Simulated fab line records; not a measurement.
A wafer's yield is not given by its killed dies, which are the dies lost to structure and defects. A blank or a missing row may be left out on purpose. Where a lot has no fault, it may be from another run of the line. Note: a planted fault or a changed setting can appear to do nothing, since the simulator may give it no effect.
Which tool was responsible? | flow nand-harc | Sampling: 6 lots, 18 wafers, 5 of 1302 route steps

== WHAT EACH GAUGE READ, for each wafer ==
NHARC_END_SORT_01.
lot  | measured     | on        | defect-limited-yield (%)
L200 | day 30 08:31 | prober-02 | 86 86 89

== EACH LOT AND THE TOOL THAT RAN IT (in order: tool; ch and the chambers of the sampled wafers; start) ==
lot  | NHARC_A_M1_DEP_33               | NHARC_A_BONDPAD_DESCUM_11        | NHARC_A_BONDPAD_ETCH_34            | NHARC_A_BONDPAD_PVD_17
L187 | pecvd-01 ch 0,1, day 23 17:24   | rie-diel-13 ch 2,3, day 23 19:22 | rie-diel-13 ch 0,1,2, day 23 19:28 | pvd-sputter-01, day 23 20:26
L190 | pecvd-02 ch 1,2, day 24 09:07   | rie-diel-13 ch 0,3, day 24 10:53 | rie-diel-13 ch 1,3, day 24 10:58   | pvd-sputter-01, day 24 11:57
L200 | pecvd-01 ch 0,1, day 28 21:07   | rie-diel-04 ch 0,1, day 28 22:56 | rie-diel-04 ch 0,2, day 28 23:01   | pvd-sputter-02, day 29 00:02
L204 | pecvd-02 ch 0,2, day 30 13:12   | rie-diel-03 ch 2,3, day 30 15:08 | rie-diel-03 ch 1,2,3, day 30 15:17 | pvd-sputter-01, day 30 16:15
L207 | pecvd-02 ch 0,1,2, day 31 23:47 | rie-diel-03 ch 0,3, day 32 01:38 | rie-diel-03 ch 0,3, day 32 01:43   | pvd-sputter-03, day 32 02:42
L209 | pecvd-04 ch 0,1,2, day 32 06:46 | rie-diel-04 ch 1,3, day 32 08:38 | rie-diel-04 ch 1,2, day 32 08:43   | pvd-sputter-01, day 32 09:41
- NHARC_A_M1_DEP_33: deposits SiCN, target thk 30 nm.
- NHARC_A_BONDPAD_DESCUM_11: chemistry O2, time 3 s.
- NHARC_A_BONDPAD_ETCH_34: etches the open film in N2/H2, target depth 60 nm, overetch 18 nm, time 65.91 s.
- NHARC_A_BONDPAD_PVD_17: deposits TaN, target thk 5 nm, time 8.06 s.

== THE ANSWER, worked out from the rows above alone ==
Rule: what is usual is taken from the lots themselves. Put in order of their means at a reading, lots are off if they are a third of the lots or fewer, leave a main group of 4 or more, and stand apart from it by a gap of 3 or more times the standard deviation of the main group's means; of several such gaps the widest counts. A main group whose means are all the same, to the digits that the tables above print for the reading, isn't used. Also off: a lot with no number at a reading for which 4 or more lots have one. Any other lot the step has rows for is counted as sound.
No lot is off at any reading shown: from this, nothing can be told.

== WHAT THE SIMULATOR PUT IN ==
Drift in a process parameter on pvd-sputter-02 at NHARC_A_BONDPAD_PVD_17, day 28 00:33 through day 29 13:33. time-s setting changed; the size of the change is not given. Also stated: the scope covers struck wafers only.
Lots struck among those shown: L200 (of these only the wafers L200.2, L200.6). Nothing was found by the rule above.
